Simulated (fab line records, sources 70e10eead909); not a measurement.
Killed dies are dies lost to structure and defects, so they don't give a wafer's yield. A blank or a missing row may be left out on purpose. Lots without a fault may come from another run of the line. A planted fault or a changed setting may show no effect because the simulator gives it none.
Which tool did it? | flow nand_harc | 13 lots, 39 wafers sampled, at 5 steps of a route of 1159

WHAT THE GAUGES READ, wafer by wafer
NHARC_THIN_TSV_CD_MEAS_16. Usual: cd_nm 999.8 nm, standard deviation 1.6.
lot  | measured     | on        | cd_nm (nm)           | flag
L888 | day 19 22:56 | cd_sem-01 | 1001.1 999.7 1001.0  |
L889 | day 20 06:30 | cd_sem-02 | 997.6 999.9 998.2    |
L891 | day 20 13:13 | cd_sem-02 | 1001.5 1000.9 1001.6 |
L892 | day 21 15:26 | cd_sem-03 | 999.7 1002.4 1001.8  |
L893 | day 21 07:14 | cd_sem-03 | 997.3 999.0 999.1    |
L898 | day 23 17:29 | cd_sem-02 | 999.5 999.8 1000.1   |
L897 | day 23 13:52 | cd_sem-02 | 1000.6 1002.2 999.7  |
L899 | day 23 23:19 | cd_sem-02 | 998.6 999.6 999.4    |
L902 | day 23 16:23 | cd_sem-02 | 999.8 998.2 1000.4   |
L901 | day 25 09:46 | cd_sem-01 | 1002.3 1000.9 1001.4 |
L905 | day 25 13:04 | cd_sem-01 | 998.7 999.5 1000.2   |
L906 | day 25 15:11 | cd_sem-03 | 997.6 998.9 998.8    |
L911 | day 25 20:04 | cd_sem-03 | 1001.2 1000.3 1000.7 |

NHARC_END_SORT_01. Usual: defect_limited_yield 95.4 %, standard deviation 1.6; killed_at_array 28, standard deviation 11; killed_at_other 0.9, standard deviation 1.2; killed_at_periphery 2.6, standard deviation 2.1; killed_dies 31, standard deviation 11; killed_open 3.1, standard deviation 1.7; killed_short 1.9, standard deviation 1.3; sort_bin_2_pct 1.5 %, standard deviation 0.64; sort_bin_3_pct 0.26 %, standard deviation 0.21; sort_bin_4_pct 2.9 %, standard deviation 1.1; sort_n_pass 646, standard deviation 11; sort_rim_yield_pct 96.4 %, standard deviation 2.3; sort_yield_pct 95.4 %, standard deviation 1.6.
lot  | measured     | on        | defect_limited_yield (%) | killed_at_array | killed_at_other | killed_at_periphery | killed_dies | killed_open | killed_short | sort_bin_2_pct (%) | sort_bin_3_pct (%) | sort_bin_4_pct (%) | sort_n_pass | sort_rim_yield_pct (%) | sort_yield_pct (%) | flag
L901 | day 26 03:54 | prober-01 | 93.8 95.3 95.3           | 33 27 22        | 5 1 3           | 4 4 7               | 42 32 32    | 5 2 3       | 4 0 2        | 1.9 2.2 1.0        | 0 0.30 0.15        | 4.3 2.2 3.5        | 635 645 645 | 98.1 97.2 96.2         | 93.8 95.3 95.3     |
L905 | day 26 06:05 | prober-02 | 46.8 93.8 44.2           | 28 41 26        | 0 0 0           | 332 1 352           | 360 42 378  | 3 0 2       | 3 2 1        | 18.9 1.2 20.1      | 2.95 0.44 2.95     | 31.3 4.6 32.8      | 317 635 299 | 45.3 97.2 43.4         | 46.8 93.8 44.2     | OFF
L906 | day 26 14:43 | prober-02 | 43.0 45.9 95.7           | 35 25 28        | 0 0 1           | 351 341 0           | 386 366 29  | 5 5 3       | 2 1 2        | 19.9 20.8 1.5      | 3.40 3.40 0.30     | 33.7 29.8 2.5      | 291 311 648 | 47.2 46.2 96.2         | 43.0 45.9 95.7     | OFF

WHICH TOOL RAN EACH LOT (tool, then ch and the chambers of the sampled wafers, then the start)
lot  | NHARC_P_BONDPAD_ECD_18         | NHARC_THIN_TSV_ETCH_15           | NHARC_THIN_TSV_DEGAS_53
L888 | ecd_cu-01 ch 0,1, day 6 00:28  | rie_si-02 ch 0,1,2, day 19 22:49 | pvd_sputter-01, day 20 03:02
L889 | ecd_cu-01 ch 0,1, day 6 22:35  | rie_si-04 ch 1,3, day 20 06:17   | pvd_sputter-02, day 20 10:22
L891 | ecd_cu-01 ch 1, day 7 02:04    | rie_si-02 ch 0,1,3, day 20 13:05 | pvd_sputter-02, day 20 17:16
L892 | ecd_cu-01 ch 1, day 7 07:56    | rie_si-02 ch 0,2, day 21 15:18   | pvd_sputter-03, day 21 19:14
L893 | ecd_cu-01 ch 0,1, day 7 15:10  | rie_si-05 ch 1,2, day 21 07:06   | pvd_sputter-01, day 21 11:18
L898 | ecd_cu-01 ch 0,1, day 8 15:02  | rie_si-05 ch 0,3, day 23 17:20   | pvd_sputter-02, day 23 21:20
L897 | ecd_cu-01 ch 0,1, day 8 16:22  | rie_si-05 ch 0,1,2, day 23 13:45 | pvd_sputter-03, day 23 18:57
L899 | ecd_cu-02 ch 0,1, day 9 17:47  | rie_si-02 ch 0,1,2, day 23 23:12 | pvd_sputter-03, day 24 03:15
L902 | ecd_cu-01 ch 0,1, day 9 18:45  | rie_si-02 ch 1,2,3, day 23 16:16 | pvd_sputter-03, day 23 20:41
L901 | ecd_cu-01 ch 0,1, day 10 08:13 | rie_si-02 ch 0,1,3, day 25 09:38 | pvd_sputter-02, day 25 13:43
L905 | ecd_cu-01 ch 0,1, day 10 21:44 | rie_si-05 ch 0,1,3, day 25 12:56 | pvd_sputter-03, day 25 17:00
L906 | ecd_cu-01 ch 0,1, day 10 22:17 | rie_si-05 ch 0,3, day 25 15:03   | pvd_sputter-03, day 25 19:02
L911 | ecd_cu-02 ch 0,1, day 12 12:43 | rie_si-02 ch 0,2, day 25 19:55   | pvd_sputter-03, day 26 00:23
- NHARC_P_BONDPAD_ECD_18: material Cu, target thk 400 nm.
- NHARC_THIN_TSV_ETCH_15: target depth 3000 nm, bosch target overetch cycles 2, bosch etch step 2.8 s.
- NHARC_THIN_TSV_DEGAS_53: time 60 s.

WHAT THE TOOLS THEMSELVES READ (means of the sampled wafers that have a number; where no wafer has one, the mark that the record gives instead)
NHARC_THIN_TSV_ETCH_15. Usual: drypump_motor_current_A 6.0 A, standard deviation 0.48.
lot  | tool      | drypump_motor_current_A (A) | flag
L888 | rie_si-02 | 6.0                         |
L889 | rie_si-04 | 5.8                         |
L891 | rie_si-02 | 6.3                         |
L892 | rie_si-02 | 5.7                         |
L893 | rie_si-05 | 5.8                         |
L898 | rie_si-05 | 6.0                         |
L897 | rie_si-05 | 5.7                         |
L899 | rie_si-02 | 6.0                         |
L902 | rie_si-02 | 6.3                         |
L901 | rie_si-02 | 6.3                         |
L905 | rie_si-05 | 5.6                         |
L906 | rie_si-05 | 6.0                         |
L911 | rie_si-02 | 5.6                         |

NHARC_THIN_TSV_DEGAS_53. Usual: heater_power_w 476 W, standard deviation 39; susceptor_temp_C 299.99 C, standard deviation 0.19.
lot  | tool           | heater_power_w (W) | susceptor_temp_C (C) | flag
L888 | pvd_sputter-01 | 494                | -                    | OFF
L889 | pvd_sputter-02 | 517                | 300.00               |
L891 | pvd_sputter-02 | 492                | 299.90               |
L892 | pvd_sputter-03 | 454                | 299.98               |
L893 | pvd_sputter-01 | 473                | 300.03               |
L898 | pvd_sputter-02 | 480                | 300.18               |
L897 | pvd_sputter-03 | 442                | 300.16               |
L899 | pvd_sputter-03 | 440                | 299.92               |
L902 | pvd_sputter-03 | 477                | -                    | OFF
L901 | pvd_sputter-02 | 500                | -                    | OFF
L905 | pvd_sputter-03 | 439                | 300.16               |
L906 | pvd_sputter-03 | 467                | -                    | OFF
L911 | pvd_sputter-03 | 462                | 300.15               |

THE ANSWER, worked out from the rows above alone
Rule: a lot is off if the mean of its wafers that have a number lies more than 3 standard deviations from the usual mean. A lot without any number at a reading at which 4 lots or more have one is off too. The other lots that the step has rows for count as sound. The gauges are gone through in route order, then the tools' own readings, and for those a lot's mean is taken as printed above. The first step at which some lot is off is used, and at that step the reading that is off furthest; a lot without a number counts as furthest.
Off: L905, L906, at NHARC_END_SORT_01 (killed_at_periphery). Neither off nor sound, because the step has no rows for them: L888, L889, L891, L892, L893, L898, L897, L899, L902, L911.
A tool fits if, at a process step before that reading, it ran every lot that is off, and no sound lot after the first of them. The gauges at NHARC_END_SORT_01 are tried like those tools. Can't be told from this: 4 tools fit, ecd_cu-01 at NHARC_P_BONDPAD_ECD_18, rie_si-05 at NHARC_THIN_TSV_ETCH_15, pvd_sputter-03 at NHARC_THIN_TSV_DEGAS_53, prober-02 at NHARC_END_SORT_01.

WHAT THE SIMULATOR HAD PUT IN
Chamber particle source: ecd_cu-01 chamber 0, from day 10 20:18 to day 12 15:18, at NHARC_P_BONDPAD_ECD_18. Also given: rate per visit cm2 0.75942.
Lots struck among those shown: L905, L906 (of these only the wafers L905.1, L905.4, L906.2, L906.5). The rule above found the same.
